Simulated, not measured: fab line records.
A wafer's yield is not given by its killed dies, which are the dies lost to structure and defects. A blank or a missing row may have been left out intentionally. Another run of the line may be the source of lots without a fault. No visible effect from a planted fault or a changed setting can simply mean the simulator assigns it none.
A lot that was struck, set against a sound lot ; flow n5_finfet ; 16 steps out of a route of 1938
Sound: wafers L840.3, L840.5, L840.6. Struck: wafers L847.1, L847.4. (L847.5 of the same lot was not struck and is left out.) The cause comes at the end.
For every step that has rows: the tool of each side, followed by ch and its chambers, followed by its first start. Under that, the readings that differ: sound wafers ; struck wafers ; difference of the means ; sigmas: that difference in standard deviations of wafers without a fault.
alike: a reading whose means differ by less than 2 such deviations, as well as words and numbers matching on both sides. not compared: withheld readings; readings where some wafer has no value; bounds like >300 that might hide an equal value; numbers whose values overlap and for which the record gives no deviation.
The two part at a step that has a row with sigmas, a row that says differs or no value, or rows on one side only. Non-overlapping numbers with no deviation appear without sigmas and do not part them. A reading that every wafer of one side lacks parts them only if that side has two wafers or more.

first, 5 steps without rows for these wafers: N5_MOL_CONTACT_COAG_EBR_36; N5_MOL_CONTACT_COAG_SOFTBAKE_35 (time 60 s); N5_MOL_CONTACT_COAG_EXPOSE_37 (exposes mask VD, defocus 0 nm); N5_MOL_CONTACT_COAG_PEB_38 (peb time 60 s); N5_MOL_CONTACT_COAG_DEVELOP_39 (develop time 30 s).
N5_MOL_CONTACT_COAG_CD_MEAS_40: target cd 25.1 nm.
  sound on cd_sem-02 ch 0, day 5 04:25; struck on cd_sem-03 ch 0, day 6 19:39
  alike: cd_nm
N5_MOL_CONTACT_COAG_OVL_MEAS_41:
  sound on overlay-02 ch 0, day 5 04:27; struck on overlay-01 ch 0, day 6 19:41
  alike: VD_OVL
N5_MOL_CONTACT_COAG_INSPECT_42: inspects for defects (brightfield).
  struck on defect_inspect-01, day 6 19:44; sound on defect_inspect-02, day 5 04:30
reading;sound;struck;difference;sigmas
raw_defect_count;194 318 216;140 154;-96;-2
N5_MOL_CONTACT_COAG_DESCUM_45: chemistry O2, time 7 s.
  sound on rie_diel-04 ch 0,2,3, day 5 04:32; struck on rie_diel-03 ch 1,3, day 6 20:20
  alike: drypump_motor_current_A, oes_product_au, rf_vpp_V, showerhead_plenum_p_Torr, throttle_valve_pct
  not compared: rf_hours_counter_h
N5_MOL_CONTACT_COAG_ETCH_65: etches underlayer in N2/H2, target depth 13 nm, time 10.4 s.
  sound on rie_diel-04 ch 0,2,3, day 5 04:34; struck on rie_diel-03 ch 1,3, day 6 20:22
  alike: drypump_motor_current_A, etch_rf_on_time_s, oes_product_au, rf_vpp_V, showerhead_plenum_p_Torr, throttle_valve_pct
  not compared: rf_hours_counter_h
N5_MOL_CONTACT_COAG_ETCH_66: etches SiARC in CF4, target depth 13 nm, time 21.7 s.
  sound on rie_diel-04 ch 0,2,3, day 5 04:35; struck on rie_diel-03 ch 1,3, day 6 20:23
  alike: drypump_motor_current_A, etch_rf_on_time_s, oes_product_au, rf_vpp_V, showerhead_plenum_p_Torr, throttle_valve_pct
  not compared: rf_hours_counter_h
N5_MOL_CONTACT_COAG_ALD_133: deposits SiO2, target thk 5 nm, pulse time 1 s, co reactant pulse time 1 s.
  sound on ald_sin-04 ch 1,2, day 5 04:40; struck on ald_sin-04 ch 1,3, day 6 20:28
reading;sound;struck;difference;sigmas
susceptor_temp_C (C);99.87 99.73 100.01;100.17 100.10;+0.26;+2
  alike: heater_power_w, precursor_pulse_height_rel
N5_MOL_CONTACT_COAG_ETCHBACK_134: etches SiO2 in CHF3, target depth 10 nm, time 6.7 s.
  sound on rie_diel-03 ch 1,2,3, day 5 04:51; struck on rie_diel-04 ch 1,3, day 6 20:52
reading;sound;struck;difference;sigmas
oes_product_au (a.u.);0.71 0.95 0.81;1.13 0.91;+0.20;+2
rf_vpp_V (V);549 542 527;505 517;-28;-2
  alike: drypump_motor_current_A, showerhead_plenum_p_Torr, throttle_valve_pct
  not compared: rf_hours_counter_h, model.CAR-EUV_of_MOL_CONTACT_COAG_COAT_34.thk_nm
N5_MOL_CONTACT_COAG_ETCH_67: etches SOC in N2/H2, target depth 60 nm, overetch 21 nm, time 101.2 s.
  sound on rie_diel-03 ch 1,2,3, day 5 04:53; struck on rie_diel-04 ch 1,3, day 6 20:54
  alike: drypump_motor_current_A, oes_product_au, rf_vpp_V, showerhead_plenum_p_Torr, throttle_valve_pct
  not compared: rf_hours_counter_h
-- a jump in the record: the struck wafers' starts before and after are 3 days apart (it breaks off in module MOL_CONTACT_COAG and resumes in module BEOL_M4, where the first step shown is number 1111 of the route) --
N5_BEOL_M4_RC_MEAS_101:
  sound on prober-01 ch 0, day 7 13:34; struck on prober-02 ch 0, day 9 10:47
reading;sound;struck;difference;sigmas
DIBL_N (mV/V);32.0 37.2 34.4;39.8 40.2;+5.5;+2
DIBL_P (mV/V);32.4 39.2 35.6;40.4 42.7;+5.8;+2
IOFF_N (nA/um);0.11 0.19 0.14;0.26 0.28;+0.12;+2
IOFF_P (nA/um);0.14 0.25 0.18;0.29 0.34;+0.12;+2
VT_N (mV);254 248 253;242 242;-10;-2
VT_P (mV);-257 -250 -256;-246 -245;+9;+2
  alike: ION_N, ION_P, SS_N, SS_P
-- record jumps: 4 days separate the struck wafers' starts on either side; left off in module BEOL_M4, taken up again in module PASSIVATION, whose first shown step is the route's number 1936 --
N5_PASSIVATION_PROBE_49:
  struck on prober-01, day 13 17:42; sound on prober-02, day 11 14:51
  alike: defect_limited_yield, killed_at_M0_to_M3, killed_at_M4_up, killed_at_contacts, killed_at_front_end, killed_at_other, killed_dies, killed_open, killed_short, sort_bin_4_leakage, sort_bin_5_function, sort_bin_6_memory, sort_n_pass, sort_yield_pct

## WHERE THEY PART
Last at N5_BEOL_M4_RC_MEAS_101 as far as this record goes, first at N5_MOL_CONTACT_COAG_INSPECT_42. Later steps at which nothing parts them and some readings are alike: N5_PASSIVATION_PROBE_49.

WHY: what had been put in by the simulator
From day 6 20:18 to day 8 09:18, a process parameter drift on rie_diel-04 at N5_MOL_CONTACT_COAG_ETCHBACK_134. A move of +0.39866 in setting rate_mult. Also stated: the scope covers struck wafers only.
